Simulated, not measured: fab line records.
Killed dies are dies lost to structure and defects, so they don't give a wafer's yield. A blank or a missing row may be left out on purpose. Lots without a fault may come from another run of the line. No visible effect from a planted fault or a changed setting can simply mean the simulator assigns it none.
fab line records -- flow nand_harc
record: lots: 7, wafers: 21, last_day: 24
route steps=1159 shown P_ZERO_WELL@15
lots that met no fault: taken from a fault-free run of the same line
start_h: start of the lot's first displayed wafer, in hours after the record's first day -- wait_h: hours from the lot's prior step to this one -- " as in the row above -- L1.1+2: a row that stands for several wafers -- - no value present, or no start provided -- * or withheld: withheld -- < > ~ a bound
route shown NAME@n: NAME is a module with steps in the file, n the number in the route of the first one -- usual: mean and standard deviation over wafers with no fault -- same: alike in all rows -- chamber/n: place in a boat -- sites: readings site by site -- _std_site: their standard deviation -- _edge_site: inner sites' mean taken away from outer sites' mean -- radius_mm: how far each site lies from the wafer's centre -- mask NAME#n: copy n -- behind: the tool/chamber that last shaped the wafer -- hold: cause of the lot's hold/its duration in hours/its outcome -- device: which transistor (n, p or np) failed to switch -- end of line: at the end of the route, the tests of the same wafers -- for a step that has no rows: nothing shown but its recipe -- killed: not the wafer's yield, but the dies lost to structure and defects at the first sort -- map: the dies of a wafer, with x for killed, . for not killed, _ for no die there
set.NAME: setting as actually run; set.NAME@STEP: the setting as run at that earlier step -- model.NAME: the simulator's own value behind a step, which no gauge read
certain route steps with their lots: each step a table, each wafer a row
services: the hour from which a tool's chamber was out of use, counted from the record's first day as start_h (under 0 if before that day), plus the number of hours and why
== steps ==
step: NHARC_P_ZERO_WELL_HARDBAKE_12
recipe: temp_c: 118, time_s: 65
step: NHARC_P_ZERO_WELL_DESCUM_13
recipe: time_s: 3, o2_flow_sccm: 200, ar_flow_sccm: 0, bias_power_w: 0, chemistry: O2
usual: drypump_motor_current_A: 5.7/0.32, mfc_ar_sccm: 0.010/0.011, o2_flow_sccm: 200.0/0.6, oes_product_au: 0.995/0.0092, rf_vpp_V: 58.0/0.84, showerhead_plenum_p_Torr: 1.96/0.071, throttle_valve_pct: 11.313/0.0094
lot.wafer,tool,chamber,start_h,wait_h,drypump_motor_current_A,mfc_ar_sccm,o2_flow_sccm,oes_product_au,rf_hours_counter_h,rf_vpp_V,showerhead_plenum_p_Torr,throttle_valve_pct
L778.1,rie_diel-02,2,37.29,-,5.9,0,200.7,0.982,5,59.0,1.99,11.294
L778.3,rie_diel-02,3,37.29,-,5.7,0.020,199.9,1.004,5,57.3,1.91,11.305
L778.4,rie_diel-02,0,37.29,-,6.2,0,201.0,0.986,6,58.0,2.00,11.322
L782.2,rie_diel-02,3,61.41,-,5.7,0.020,199.8,0.988,8,58.8,1.91,11.322
L782.3,rie_diel-02,0,61.41,-,6.2,0,199.4,0.994,9,58.0,2.00,11.292
L782.5,rie_diel-02,3,61.41,-,5.7,0.020,199.8,0.985,-,58.2,1.91,11.316
L786.1,rie_diel-02,2,85.44,-,5.9,0,199.6,0.989,8,57.7,1.99,11.308
L786.3,rie_diel-02,3,85.44,-,5.7,0.020,199.3,0.987,9,56.6,1.91,11.303
L786.6,rie_diel-02,0,85.44,-,6.2,0,201.1,0.997,-,57.8,2.00,11.320
L787.4,rie_diel-12,0,91.44,-,5.6,0,200.4,1.003,-,57.4,1.90,11.318
L787.5,rie_diel-12,1,91.44,-,5.2,0.006,200.1,1.000,-,58.9,2.01,11.305
L787.6,rie_diel-12,2,91.44,-,5.8,0.015,199.9,0.993,-,59.6,2.05,11.313
L788.1,rie_diel-07,1,97.40,-,5.3,0.015,200.2,1.008,2,58.2,2.06,11.288
L788.3,rie_diel-07,3,97.40,-,5.4,0,200.7,0.996,3,57.4,1.82,11.306
L788.6,rie_diel-07,1,97.40,-,5.3,0.015,199.6,1.007,-,57.9,2.06,11.324
L796.4,rie_diel-07,3,145.27,-,5.4,0,200.3,0.995,5,57.5,1.82,11.330
L796.2,rie_diel-07,0,145.27,-,5.8,0,200.2,1.000,4,58.1,1.94,11.301
L796.6,rie_diel-07,3,145.27,-,5.4,0,200.2,0.993,-,58.1,1.82,11.323
L797.3,rie_diel-12,1,151.41,-,5.2,0.006,199.3,0.986,8,59.0,2.01,11.307
L797.4,rie_diel-12,3,151.41,-,6.3,0.034,200.0,1.000,8,56.4,1.86,11.317
L797.6,rie_diel-12,1,151.41,-,5.2,0.006,200.0,0.986,-,56.7,2.01,11.329
step: NHARC_P_ZERO_WELL_ETCH_65
recipe: target_depth_a: 800, overetch_a: 240, time_s: 87.88, ion_energy_ev: 200, n2_flow_sccm: 150, h2_flow_sccm: 150, ar_flow_sccm: 0, rf_w: 400, bias_w: 150, chemistry: N2/H2
usual: drypump_motor_current_A: 5.7/0.33, mfc_ar_sccm: 0.010/0.011, oes_product_au: 0.995/0.01, rf_fwd_power_W: 396.8/1.5, rf_vpp_V: 432.1/2.2, showerhead_plenum_p_Torr: 2.10/0.077, throttle_valve_pct: 14.171/0.0086
lot.wafer,tool,chamber,start_h,wait_h,drypump_motor_current_A,mfc_ar_sccm,oes_product_au,rf_fwd_power_W,rf_hours_counter_h,rf_vpp_V,showerhead_plenum_p_Torr,throttle_valve_pct
L778.3,rie_diel-02,1,37.37,0.1,5.6,0.021,1.007,396.3,6,433.0,2.08,14.172
L778.1,rie_diel-02,2,37.37,0.1,5.9,0,0.989,397.2,5,432.6,2.12,14.179
L778.4,rie_diel-02,3,37.37,0.1,5.7,0.020,0.991,397.8,5,431.9,2.04,14.150
L782.2,rie_diel-02,0,61.48,0.1,6.2,0,1.000,396.4,9,432.6,2.13,14.176
L782.3,rie_diel-02,3,61.48,0.1,5.7,0.020,0.988,399.0,8,430.5,2.03,14.175
L782.5,rie_diel-02,1,61.48,0.1,5.6,0.021,1.009,397.6,-,431.2,2.08,14.176
L786.1,rie_diel-02,1,85.51,0.1,5.6,0.021,1.004,397.8,9,432.0,2.08,14.163
L786.3,rie_diel-02,3,85.51,0.1,5.7,0.020,0.981,397.6,9,430.0,2.03,14.173
L786.6,rie_diel-02,2,85.51,0.1,5.9,0,0.988,398.2,-,433.0,2.12,14.174
L787.4,rie_diel-12,0,91.53,0.1,5.6,0,0.998,395.5,-,430.2,2.03,14.171
L787.5,rie_diel-12,1,91.53,0.1,5.2,0.006,0.990,395.7,-,431.7,2.14,14.171
L787.6,rie_diel-12,2,91.53,0.1,5.8,0.015,0.985,394.0,-,434.0,2.19,14.167
L788.3,rie_diel-07,2,97.49,0.1,5.4,0,1.003,396.0,3,435.7,2.21,14.175
L788.1,rie_diel-07,0,97.49,0.1,5.8,0,1.004,399.8,3,432.4,2.07,14.171
L788.6,rie_diel-07,1,97.49,0.1,5.3,0.015,0.992,397.6,-,435.1,2.20,14.175
L796.4,rie_diel-07,3,145.35,0.1,5.4,0,0.991,394.7,5,426.9,1.93,14.179
L796.2,rie_diel-07,1,145.35,0.1,5.2,0.015,1.001,397.0,4,434.8,2.20,14.185
L796.6,rie_diel-07,3,145.35,0.1,5.4,0,0.994,395.1,-,427.1,1.93,14.172
L797.4,rie_diel-12,3,151.51,0.1,6.3,0.034,0.992,396.9,8,429.0,1.98,14.161
L797.3,rie_diel-12,0,151.51,0.1,5.6,0,0.992,395.6,8,431.9,2.02,14.173
L797.6,rie_diel-12,1,151.51,0.1,5.3,0.006,0.994,392.9,-,431.9,2.14,14.164
step: NHARC_P_ZERO_WELL_ETCH_62
recipe: target_depth_a: 130, time_s: 6.5, chf3_flow_sccm: 50, ar_flow_sccm: 200, rf_w: 500, bias_w: 200, chemistry: CHF3/Ar
usual: drypump_motor_current_A: 5.7/0.33, mfc_ar_sccm: 200.1/0.6, oes_product_au: 0.958/0.017, rf_fwd_power_W: 487.9/1.6, rf_vpp_V: 371.9/1.9, showerhead_plenum_p_Torr: 2.40/0.084, throttle_valve_pct: 20.217/0.0089
lot.wafer,tool,chamber,start_h,wait_h,drypump_motor_current_A,mfc_ar_sccm,oes_product_au,rf_fwd_power_W,rf_hours_counter_h,rf_vpp_V,showerhead_plenum_p_Torr,throttle_valve_pct
L778.1,rie_diel-02,2,-,-,5.9,200.1,0.957,488.7,5,373.0,2.43,20.212
L778.4,rie_diel-02,0,-,-,6.2,200.0,0.969,488.2,6,372.9,2.45,20.209
L778.3,rie_diel-02,1,-,-,5.6,201.1,0.971,489.5,6,371.7,2.39,20.235
L782.2,rie_diel-02,1,-,-,5.6,200.2,0.972,491.0,8,372.5,2.39,20.204
L782.3,rie_diel-02,2,-,-,5.9,200.1,0.942,489.0,7,372.7,2.43,20.217
L782.5,rie_diel-02,0,-,-,6.2,199.8,0.969,488.3,-,372.9,2.44,20.222
L786.1,rie_diel-02,0,-,-,6.2,200.6,0.956,488.4,10,373.1,2.44,20.222
L786.3,rie_diel-02,1,-,-,5.7,199.9,0.963,487.9,9,371.4,2.38,20.209
L786.6,rie_diel-02,0,-,-,6.2,199.7,0.950,487.9,-,372.5,2.44,20.197
L787.6,rie_diel-12,1,-,-,5.2,199.9,0.947,488.6,-,373.3,2.46,20.211
L787.5,rie_diel-12,2,-,-,5.8,199.5,0.948,485.8,-,373.2,2.51,20.209
L787.4,rie_diel-12,0,-,-,5.6,200.6,0.951,486.4,-,371.6,2.33,20.233
L788.3,rie_diel-07,0,-,-,5.8,200.9,0.970,488.3,3,371.7,2.38,20.208
L788.1,rie_diel-07,1,-,-,5.3,199.7,0.965,489.7,2,373.4,2.51,20.208
L788.6,rie_diel-07,1,-,-,5.3,200.3,0.967,486.3,-,374.3,2.51,20.207
L796.4,rie_diel-07,2,-,-,5.3,200.4,0.979,489.5,5,374.5,2.52,20.217
L796.2,rie_diel-07,3,-,-,5.3,201.0,0.952,486.8,5,368.6,2.23,20.230
L796.6,rie_diel-07,1,-,-,5.3,200.5,0.975,489.4,-,374.1,2.51,20.223
L797.3,rie_diel-12,1,-,-,5.2,199.6,0.946,487.4,8,373.3,2.45,20.217
L797.4,rie_diel-12,2,-,-,5.8,200.5,0.958,486.5,8,373.6,2.50,20.213
L797.6,rie_diel-12,0,-,-,5.6,199.9,0.966,488.1,-,371.1,2.33,20.202
step: NHARC_P_ZERO_WELL_ETCH_63
recipe: target_depth_a: 1200, time_s: 40.1, hbr_flow_sccm: 150, cl2_flow_sccm: 50, rf_w: 400, icp_w: 400, bias_w: 100, chemistry: HBr/Cl2
usual: drypump_motor_current_A: 5.7/0.42, oes_product_au: 0.998/0.009, rf_fwd_power_W: 395.6/1.8, throttle_valve_pct: 26.405/0.0091
lot.wafer,tool,chamber,start_h,wait_h,drypump_motor_current_A,oes_product_au,rf_fwd_power_W,rf_hours_counter_h,throttle_valve_pct
L778.1,rie_si-01,2,37.56,-,5.6,0.993,394.8,0.6,26.405
L778.4,rie_si-01,3,37.56,-,5.0,0.987,397.5,0.6,26.394
L778.3,rie_si-01,0,37.56,-,5.6,1.017,398.1,0.6,26.407
L782.3,rie_si-04,1,61.67,-,5.8,0.988,396.0,1.2,26.409
L782.2,rie_si-04,0,61.67,-,6.2,1.004,397.6,1.1,26.415
L782.5,rie_si-04,2,61.67,-,5.5,1.007,394.9,-,26.393
L786.3,rie_si-05,3,85.69,-,5.8,1.000,395.6,0.1,26.401
L786.1,rie_si-05,1,85.69,-,5.9,1.004,394.7,0.1,26.417
L786.6,rie_si-05,3,85.69,-,5.9,1.005,395.4,-,26.405
L787.4,rie_si-05,0,91.74,-,6.1,0.990,396.9,0.1,26.399
L787.5,rie_si-05,1,91.74,-,5.9,1.005,395.2,-,26.416
L787.6,rie_si-05,2,91.74,-,6.0,1.004,392.3,-,26.420
L788.1,rie_si-04,0,97.66,-,6.2,0.992,397.3,1.4,26.402
L788.3,rie_si-04,2,97.66,-,5.5,0.996,395.3,1.3,26.413
L788.6,rie_si-04,1,97.66,-,5.8,0.991,396.8,-,26.400
L796.2,rie_si-01,0,145.54,-,5.6,0.995,395.2,0.1,26.412
L796.4,rie_si-01,2,145.54,-,5.6,1.009,398.8,0.1,26.418
L796.6,rie_si-01,0,145.54,-,5.6,0.979,395.9,-,26.421
L797.3,rie_si-01,2,151.69,-,5.5,1.013,393.7,0.1,26.417
L797.4,rie_si-01,3,151.69,-,5.1,1.000,398.8,0.1,26.401
L797.6,rie_si-01,1,151.69,-,5.7,1.007,395.7,-,26.393
step: NHARC_P_ZERO_WELL_STRIP_15
recipe: time_s: 900, temp_c: 130, chemistry: SPM
step: NHARC_P_ZERO_WELL_DEHYDRATE_16
recipe: temp_c: 150, time_s: 120
step: NHARC_P_ZERO_WELL_HMDS_17
recipe: time_s: 30
step: NHARC_P_ZERO_WELL_COAT_18
recipe: spin_rpm: withheld
step: NHARC_P_ZERO_WELL_SOFTBAKE_19
recipe: temp_c: 122, time_s: 95
step: NHARC_P_ZERO_WELL_EBR_20
step: NHARC_P_ZERO_WELL_EXPOSE_21
recipe: na: 0.6, target_cd_nm: 720, dose_mj: 22.31, mask_id: P_NWELL
step: NHARC_P_ZERO_WELL_PEB_22
recipe: peb_temp_c: 118, peb_time_s: 85
usual: chill_plate_temp_C: 23.01/0.11, exhaust_pa: 45.0/0.85, heater_power_total_W: 163.97/0.27
lot.wafer,tool,chamber,start_h,wait_h,chill_plate_temp_C,exhaust_pa,heater_power_total_W
L778.1,litho_track-05,0,38.38,0.1,23.11,44.7,163.65
L778.3,litho_track-05,0,38.38,0.1,22.96,45.5,164.37
L778.4,litho_track-05,0,38.38,0.1,23.01,45.3,164.23
L782.2,litho_track-07,0,62.39,0.1,22.99,45.0,163.73
L782.3,litho_track-07,0,62.39,0.1,23.07,44.2,164.07
L782.5,litho_track-07,0,62.39,0.1,23.05,44.6,163.63
L786.1,litho_track-03,-,86.52,0.1,-,-,-
L786.3,litho_track-03,-,86.52,0.1,-,-,-
L786.6,litho_track-03,-,86.52,0.1,-,-,-
L787.4,litho_track-07,-,92.54,0.0,-,-,-
L787.5,litho_track-07,-,92.54,0.0,-,-,-
L787.6,litho_track-07,-,92.54,0.0,-,-,-
L788.1,litho_track-05,-,98.51,0.1,-,-,-
L788.3,litho_track-05,-,98.51,0.1,-,-,-
L788.6,litho_track-05,-,98.51,0.1,-,-,-
L796.2,litho_track-05,0,146.37,0.1,23.06,44.7,163.60
L796.4,litho_track-05,0,146.37,0.1,23.05,45.2,164.25
L796.6,litho_track-05,0,146.37,0.1,23.06,45.1,164.24
L797.3,litho_track-05,0,152.52,0.1,22.96,44.4,164.04
L797.4,litho_track-05,0,152.52,0.1,22.96,45.3,164.27
L797.6,litho_track-05,0,152.52,0.1,22.94,44.6,164.00
step: NHARC_P_ZERO_WELL_DEVELOP_23
recipe: time_s: 70
== services ==
tool,chamber,start_h,hours,kind
rie_diel-07,2,13.60,2.0,repair
litho_track-07,-,14.00,7.0,pm
rie_diel-12,-,25.40,9.0,pm
rie_diel-02,0,31.70,-,clean
rie_diel-02,1,31.70,-,clean
rie_diel-02,2,31.70,-,clean
rie_diel-02,3,31.70,-,clean
litho_track-03,-,38.00,7.0,pm
rie_si-01,2,44.99,5.1,repair
rie_diel-07,-,51.20,9.0,pm
rie_diel-02,0,56.20,-,clean
rie_diel-02,1,56.20,-,clean
rie_diel-02,2,56.20,-,clean
rie_diel-02,3,56.20,-,clean
rie_diel-12,2,56.92,9.4,repair
litho_track-05,-,62.00,7.0,pm
rie_si-05,-,62.03,9.0,pm
rie_diel-12,3,85.47,7.1,repair
rie_si-04,-,99.00,9.0,pm
rie_si-01,1,104.80,2.3,repair
rie_si-01,1,121.95,4.6,repair
rie_diel-02,2,125.84,5.7,repair
rie_si-01,-,127.00,9.0,pm
rie_diel-02,-,150.70,9.0,pm
== key ==
first_sign: step: NHARC_P_ZERO_WELL_PEB_22, reading: tool_record, direction: missing
effect none on later readings
met_at NHARC_P_ZERO_WELL_PEB_22
struck_wafers L786.1,L786.3,L786.6,L787.4,L787.5,L787.6,L788.1,L788.3,L788.6
later_rows_left_out L786.1,L786.3,L786.6,L787.4,L787.5,L787.6,L788.1,L788.3,L788.6
sort_left_out L786.1,L786.3,L786.6,L787.4,L787.5,L787.6,L788.1,L788.3,L788.6
tester_left_out L786,L787,L788
onset_between 62.39 86.52
fault: kind: skipped_step_whole, tool: litho_track-03,litho_track-05,litho_track-07, chamber: -, onset_h: 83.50, steps: NHARC_P_ZERO_WELL_PEB_22, scope: struck_lots_only
tester_left_out: of these lots the tester's yield and bins aren't shown, on N5 and GAA mostly nor the transistor test; their killed dies are dies lost to structure and defects alone, not to doping, threshold or leakage, so they don't give the yield
sort_left_out: the simulated sort isn't trusted on such a fault, so these wafers' sort isn't shown, and their yield isn't known
later_rows_left_out: the simulator's readings of these wafers behind a module that went badly wrong aren't trusted and aren't shown, but for the sort
